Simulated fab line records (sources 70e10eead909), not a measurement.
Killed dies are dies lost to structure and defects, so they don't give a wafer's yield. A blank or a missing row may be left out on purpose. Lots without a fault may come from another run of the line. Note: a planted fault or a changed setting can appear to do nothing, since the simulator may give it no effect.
Chamber matching    flow nandHarc    NHARC_A_STAIRCASE_DEP_322 on pecvd-04: 3 sister chambers
The step deposits SiO2, target thk 7200 nm. 3 wafers are shown with their chamber, then 7 later ones without.

## WAFERS WITH THEIR CHAMBER
wafer   chamber  heaterPowerW (W)
L925.6  2        618
L926.1  0        1012
L926.2  1        617

## WAFERS WITHOUT THEIR CHAMBER
wafer   heaterPowerW (W)
L926.5  589
L928.1  817
L928.2  741
L928.6  620
L930.1  855
L930.3  626
L930.5  826

## EACH ONE'S CHAMBER
wafer   from the rows above           in truth
L926.5  can't be placed: 1 or 2       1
L928.1  can't be placed: 0 or 2 or 1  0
L928.2  can't be placed: 2 or 1 or 0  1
L928.6  can't be placed: 2 or 1       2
L930.1  can't be placed: 0 or 2 or 1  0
L930.3  can't be placed: 2 or 1       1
L930.5  can't be placed: 0 or 2 or 1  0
Placed correctly: 0 of 7. Not placeable from these rows: 7 (in 7, the candidates include the true chamber). Number placed wrongly: 0.
How it was worked out, from the rows above alone: a wafer's distance from a chamber is the root of the sum, over the readings, of the square of ((its reading less the chamber's mean) divided by the reading's scatter). If the next closest chamber is less than 2 further off than the closest, the wafer can't be placed; otherwise it belongs to the closest. For every chamber, the mean is computed from those of its wafers that are shown. The scatter: with one shown wafer a chamber, the root of the mean of the squares of how far each hidden wafer lies from its nearest shown one.
